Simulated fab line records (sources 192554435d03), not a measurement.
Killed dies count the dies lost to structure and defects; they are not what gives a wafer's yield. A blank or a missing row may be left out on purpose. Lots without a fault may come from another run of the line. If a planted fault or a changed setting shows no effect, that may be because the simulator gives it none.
Split-lot study -- flow n5Finfet -- route with 1938 steps; 7 lots, 39 wafers read

== SPLIT DETAILS ==
At N5_SD_EPI_P_EPI_21 (deposits SiGe:B, time 355 s), the setting tempC was moved away from the recipe's 550 C on 15 of the 39 wafers read, by -0.3% to +0.5%. All remaining wafers had this setting at the recipe value.

== FROM THE SPLIT TO THE READING: what the file shows between them, 3 steps ==
- N5_SD_EPI_P_EPI_MEAS_23
- N5_SD_EPI_P_HM_STRIP_48: strips SiNx in H3PO4, material SiNx, target depth 3 nm
- N5_SD_ACTIVATION_LSA_01: time 0.0008 s (also split here: tempC)

== THE READING ==
Measured at N5_SD_ACTIVATION_RS_MEAS_03 by four-point probe: RS_SD_P, in ohm/sq. Typical for fault-free wafers on this fab line: 55.8 ohm/sq, with standard deviation 0.94 ohm/sq.

wafer,"tool, chamber at the split","tempC as run, C",against the recipe,"RS_SD_P, ohm/sq",against lot-mates on the recipe
L074.1,"epiRpcvd-01, 0",550,recipe,56.3,-
L074.2,"epiRpcvd-01, 0",550,recipe,56.9,-
L074.3,"epiRpcvd-01, 0",552.4,+0.4%,52.9,-3.4
L074.4,"epiRpcvd-01, 0",552.4,+0.4%,52.9,-3.4
L074.5,"epiRpcvd-01, 0",550,recipe,55.6,-
L074.6,"epiRpcvd-01, 0",552.4,+0.4%,54.2,-2.1
L076.2,"epiRpcvd-01, 0",550,recipe,55.3,-
L076.4,"epiRpcvd-01, 0",550,recipe,55.2,-
L076.6,"epiRpcvd-01, 0",550,recipe,55.1,-
L083.1,"epiRpcvd-04, 0",550,recipe,56.1,-
L083.2,"epiRpcvd-04, 0",552.9,+0.5%,51.7,-4.5
L083.3,"epiRpcvd-04, 0",550,recipe,56.4,-
L083.4,"epiRpcvd-04, 0",550,recipe,56.2,-
L083.5,"epiRpcvd-04, 0",552.9,+0.5%,52.0,-4.2
L083.6,"epiRpcvd-04, 0",552.9,+0.5%,52.9,-3.3
L085.1,"epiRpcvd-02, 0",550,recipe,55.6,-
L085.2,"epiRpcvd-02, 0",550,recipe,56.2,-
L085.3,"epiRpcvd-02, 0",550,recipe,56.2,-
L085.4,"epiRpcvd-02, 0",550,recipe,56.4,-
L085.5,"epiRpcvd-02, 0",550,recipe,55.2,-
L085.6,"epiRpcvd-02, 0",550,recipe,56.1,-
L089.1,"epiRpcvd-04, 0",550,recipe,56.9,-
L089.2,"epiRpcvd-04, 0",548.6,-0.3%,58.1,+1.3
L089.3,"epiRpcvd-04, 0",550,recipe,57.1,-
L089.4,"epiRpcvd-04, 0",550,recipe,56.3,-
L089.5,"epiRpcvd-04, 0",548.6,-0.3%,58.6,+1.8
L089.6,"epiRpcvd-04, 0",548.6,-0.3%,59.2,+2.4
L090.1,"epiRpcvd-02, 0",551.2,+0.2%,53.7,-1.6
L090.2,"epiRpcvd-02, 0",550,recipe,55.7,-
L090.3,"epiRpcvd-02, 0",551.2,+0.2%,53.5,-1.8
L090.4,"epiRpcvd-02, 0",550,recipe,55.1,-
L090.5,"epiRpcvd-02, 0",550,recipe,55.2,-
L090.6,"epiRpcvd-02, 0",551.2,+0.2%,54.2,-1.1
L095.1,"epiRpcvd-02, 0",551.9,+0.3%,53.9,-2.5
L095.2,"epiRpcvd-02, 0",550,recipe,57.2,-
L095.3,"epiRpcvd-02, 0",550,recipe,56.5,-
L095.4,"epiRpcvd-02, 0",550,recipe,55.6,-
L095.5,"epiRpcvd-02, 0",551.9,+0.3%,53.4,-3.0
L095.6,"epiRpcvd-02, 0",551.9,+0.3%,53.8,-2.6

FIT RESULTS
A straight line over all 39 wafers: RS_SD_P changes by -7.49 ohm/sq for each +1% of tempC; r = -0.93; the points scatter about the line by 0.66 ohm/sq.
The same after taking each lot's own level away (the mean of its wafers on the recipe; 39 wafers): -7.37 ohm/sq for each +1%; r = -0.96; scatter 0.44 ohm/sq.
On that fit, the largest move of tempC shifts the reading by 3.9 ohm/sq.
From 55.20 to 56.77 ohm/sq: that is the span of the lots' own levels, equal to 1.7 times the standard deviation above.
So the lot-to-lot level changes the slope little: the two slopes agree.
Check: for one of the wafers moved furthest among these (+0.5%), held out of the fit, the line's prediction against its lot-mates is -3.79 ohm/sq. Against them it came out at -4.53 ohm/sq.

== OTHER SPLITS APPLIED TO THESE WAFERS ==
These wafers also went through other splits before the reading. Each is held against what the fit with the lots' levels taken away leaves over:
other split on the same wafers,wafers away from the commonest value,r with RS_SD_P (lot level and that fit taken away)
N5_DUMMY_GATE_CVD_03 targetThkA,18,-0.03
N5_SD_EPI_N_EPI_21 tempC,12,+0.11
N5_SD_ACTIVATION_LSA_01 tempC,6,+0.01

== THE WHOLE CHAIN: every reading that the file lists as answering this split, in the file's order ==
step,what it does,reading,change (the file's fit),r (the file's)
N5_SD_EPI_P_EPI_21,"deposits SiGe:B, time 355 s","SiGe-B_of_SD_EPI_P_EPI_21.thkNm (the simulator's own value, which no gauge read)",+7.55 nm for each +1% of the setting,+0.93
N5_SD_EPI_P_EPI_MEAS_23,,thkNm,withheld for each +1% of the setting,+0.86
N5_SD_ACTIVATION_RS_MEAS_03,measures by four-point-probe,RS_SD_P,-7.42 for each +1% of the setting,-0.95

== FILE'S OWN FIT ==
RS_SD_P changes by -7.42 ohm/sq for each +1% of tempC, r = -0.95.
